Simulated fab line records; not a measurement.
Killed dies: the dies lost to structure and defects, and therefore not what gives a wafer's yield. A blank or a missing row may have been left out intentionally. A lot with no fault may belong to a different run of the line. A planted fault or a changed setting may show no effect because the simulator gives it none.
A lot that was struck, set against a sound lot | flow nand_harc | 38 out of 1302 route steps
Sound: the wafers L313.2, L313.5, L313.6. Wafers L319.2, L319.4, L319.5 were the ones struck. At the end, the cause is stated.
Each step with rows lists, per side, the tool, then ch with its chambers, then its first start. Under that, the readings that differ: sound wafers | struck wafers | difference of the means | sigmas: that difference in standard deviations of wafers without a fault.
alike: words and numbers the same on both sides, and readings whose means are apart by under 2 such deviations; not compared: readings that were withheld, readings missing a value for some wafer, numbers with overlapping values and no deviation given by the record, and bounds like >300 which may hide the same value.
A row with sigmas, a row that says differs or no value, or rows on one side alone: a step with any of these is where the two part. Numbers that don't overlap but have no deviation are shown without sigmas and don't part them. Lack of a reading on every wafer of one side parts them only where that side has two or more wafers.

NHARC_P_BONDPAD_OVL_MEAS_38:
  struck on overlay-01, day 9 23:04; sound on overlay-02, day 7 15:08
  alike: overlay_x_nm, overlay_y_nm
then, 3 steps without rows for these wafers: NHARC_P_BONDPAD_HARDBAKE_10 (time 65 s); NHARC_P_BONDPAD_DESCUM_11 (chemistry O2, time 3 s); NHARC_P_BONDPAD_ETCH_37 (etches the open film in N2/H2, target depth 60 nm, overetch 18 nm, time 65.91 s).
NHARC_P_BONDPAD_ETCH_12: etches the open film in CHF3/O2, target depth 200 nm, time 100 s.
  sound: rie_diel-10 ch 0,3; struck: rie_diel-10 ch 0,2
  alike: chamber_pressure_mTorr, drypump_motor_current_A, oes_product_au, rf_vpp_V, showerhead_plenum_p_Torr, throttle_valve_pct
  not compared: rf_hours_counter_h
NHARC_P_BONDPAD_CD_MEAS_13:
  struck on cd_sem-01, day 9 23:31; sound on cd_sem-02, day 7 15:34
  alike: cd_nm
then, 1 step without rows for these wafers: NHARC_P_BONDPAD_STRIP_15 (strips in O2).
NHARC_P_BONDPAD_ETCH_24: etches the open film in CF4/N2, target depth 30 nm, time 72.99 s.
  sound: rie_diel-01 ch 1,2; struck: rie_diel-10 ch 0,1
  alike: chamber_pressure_mTorr, drypump_motor_current_A, oes_product_au, rf_vpp_V, showerhead_plenum_p_Torr, throttle_valve_pct
  not compared: rf_hours_counter_h
then, 3 steps without rows for these wafers: NHARC_P_BONDPAD_STRIP_16 (strips in post etch residue remover, time 600 s); NHARC_P_BONDPAD_DEGAS_25 (time 60 s); NHARC_P_BONDPAD_PRE_CLEAN_26 (time 30 s).
NHARC_P_BONDPAD_PVD_17: deposits TaN, target thk 5 nm, time 8.06 s.
  sound on pvd_sputter-02; struck on pvd_sputter-02
  alike: throttle_valve_pct
NHARC_P_BONDPAD_PVD_27: deposits Cu, target thk 30 nm, time 20.49 s.
  struck on pvd_sputter-02, day 10 00:22; sound on pvd_sputter-02, day 7 16:28
  alike: throttle_valve_pct
then, 4 steps without rows for these wafers: NHARC_P_BONDPAD_ECD_18 (material Cu, target thk 400 nm); NHARC_P_BONDPAD_ANNEAL_28 (time 90 s); NHARC_P_BONDPAD_CMP_19 (polishes, t overpolish 30 s, cu recess touch 16 s, target thk 160.81 nm); NHARC_P_BONDPAD_SRD_21 (time 30 s, dry time 20 s).
NHARC_P_BONDPAD_ACTIVATE_29: chemistry N2, time 60 s.
  sound on rie_diel-10 ch 0,1, day 7 17:59; struck on rie_diel-01 ch 0,1, day 10 01:49
  alike: drypump_motor_current_A, oes_product_au, rf_vpp_V, showerhead_plenum_p_Torr
  not compared: rf_hours_counter_h
then, 13 steps without rows for these wafers: NHARC_P_BONDPAD_PRECLEAN_30 (cleans in DIW, time 300 s); NHARC_P_BONDPAD_SRD_31 (time 30 s, dry time 20 s); NHARC_A_ZERO_WELL_PRECLEAN_00 (cleans in SPM, time 600 s); NHARC_A_ZERO_WELL_SRD_01; NHARC_A_ZERO_WELL_DEHYDRATE_02 (time 120 s); NHARC_A_ZERO_WELL_HMDS_03 (time 30 s); NHARC_A_ZERO_WELL_COAT_18 (time 65 s); NHARC_A_ZERO_WELL_COAT_04 (resist thk 600 nm); NHARC_A_ZERO_WELL_SOFTBAKE_05 (time 70 s); NHARC_A_ZERO_WELL_EBR_06; NHARC_A_ZERO_WELL_EXPOSE_07 (exposes mask A ZERO); NHARC_A_ZERO_WELL_PEB_08 (peb time 80 s); NHARC_A_ZERO_WELL_DEVELOP_09 (time 50 s).
NHARC_A_ZERO_WELL_CD_MEAS_10: the cd target is 2000 nm.
  sound on cd_sem-02 ch 0, day 7 19:13; struck on cd_sem-03 ch 0, day 10 03:05
  alike: cd_nm
then, 1 step without rows for these wafers: NHARC_A_ZERO_WELL_HARDBAKE_11 (time 65 s).
NHARC_A_ZERO_WELL_DESCUM_12: chemistry O2, time 3 s.
  sound on rie_diel-05 ch 1,2, day 7 19:23; struck on rie_diel-05 ch 0,2,3, day 10 03:14
  alike: chamber_pressure_mTorr, drypump_motor_current_A, oes_product_au, rf_vpp_V, showerhead_plenum_p_Torr, throttle_valve_pct
  not compared: rf_hours_counter_h
then, 3 steps without rows for these wafers: NHARC_A_ZERO_WELL_ETCH_19 (etches the open film in N2/H2, target depth 80 nm, overetch 24 nm, time 87.88 s); NHARC_A_ZERO_WELL_ETCH_13 (etches the open film in HBr/Cl2, target depth 120 nm, time 40.1 s); NHARC_A_ZERO_WELL_STRIP_14 (strips in SPM, time 900 s).
-- jump in the record: it breaks off in module A_ZERO_WELL and resumes in module END (first step shown: number 1302 of the route), and 17 days separate the struck wafers' starts before and after --
NHARC_END_SORT_01:
  only the struck wafers appear in the record here, on prober-01 ch 0 at day 27 09:21; the sound ones have no rows

## WHERE THEY PART
Only at NHARC_END_SORT_01, as far as this record shows.

WHY: what the simulator had put in
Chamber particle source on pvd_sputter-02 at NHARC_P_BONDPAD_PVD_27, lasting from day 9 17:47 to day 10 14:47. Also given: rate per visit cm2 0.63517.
